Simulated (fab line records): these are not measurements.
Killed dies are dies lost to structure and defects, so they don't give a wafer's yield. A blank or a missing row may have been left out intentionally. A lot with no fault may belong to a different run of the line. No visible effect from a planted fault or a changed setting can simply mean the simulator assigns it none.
Which tool was responsible? / flow n5Finfet / route of 1938 steps, sampled at 1 step: 11 lots, 33 wafers

## WHAT THE GAUGES READ, wafer by wafer
N5_BEOL_M5_THK_MEAS_01. Usual: M5_ILD_THK typically reads 120.9 nm, with standard deviation 1.7.
lot=L773; measured=day 9 01:30; on=filmMetro-01; M5_ILD_THK (nm)=119.2 121.2 121.4; flag=
lot=L774; measured=day 9 01:46; on=filmMetro-01; M5_ILD_THK (nm)=122.7 122.7 125.2; flag=
lot=L777; measured=day 9 17:01; on=filmMetro-01; M5_ILD_THK (nm)=119.6 121.2 121.6; flag=
lot=L778; measured=day 9 17:19; on=filmMetro-02; M5_ILD_THK (nm)=117.8 118.2 120.4; flag=
lot=L780; measured=day 10 10:20; on=filmMetro-01; M5_ILD_THK (nm)=119.8 121.5 121.9; flag=
lot=L785; measured=day 11 11:33; on=filmMetro-01; M5_ILD_THK (nm)=122.1 123.0 125.1; flag=
lot=L789; measured=day 12 12:10; on=filmMetro-01; M5_ILD_THK (nm)=120.4 118.4 120.9; flag=
lot=L788; measured=day 12 13:27; on=filmMetro-02; M5_ILD_THK (nm)=119.0 120.7 122.0; flag=
lot=L790; measured=day 13 02:51; on=filmMetro-01; M5_ILD_THK (nm)=121.5 122.3 121.1; flag=
lot=L793; measured=day 13 16:10; on=filmMetro-02; M5_ILD_THK (nm)=122.6 123.4 121.5; flag=
lot=L794; measured=day 13 19:40; on=filmMetro-02; M5_ILD_THK (nm)=119.1 121.1 123.3; flag=

## TOOL THAT RAN EACH LOT (tool first, then ch and the chambers of the sampled wafers, then the start)
There is no process step in the record ahead of these readings.

## AS READ BY THE TOOLS THEMSELVES (means over the sampled wafers that have a number; for cases with no such wafer, the mark the record gives instead)
The record holds no such reading with a usual standard deviation.

## THE ANSWER, worked out from the rows above alone
Rule: take the mean of a lot's wafers that have a number; if it is more than 3 standard deviations from the usual mean, the lot is off. Also off: a lot with no number at a reading for which 4 or more lots have one. All remaining lots with rows at the step are treated as sound. The gauges are gone through in route order, then the tools' own readings, and for those a lot's mean is taken as printed above. At the first step where some lot is off, the reading lying furthest off is the one used; lots without a number count as furthest.
Across all readings shown, no lot is off: no conclusion can be drawn from this.

## WHAT HAD BEEN PUT IN BY THE SIMULATOR
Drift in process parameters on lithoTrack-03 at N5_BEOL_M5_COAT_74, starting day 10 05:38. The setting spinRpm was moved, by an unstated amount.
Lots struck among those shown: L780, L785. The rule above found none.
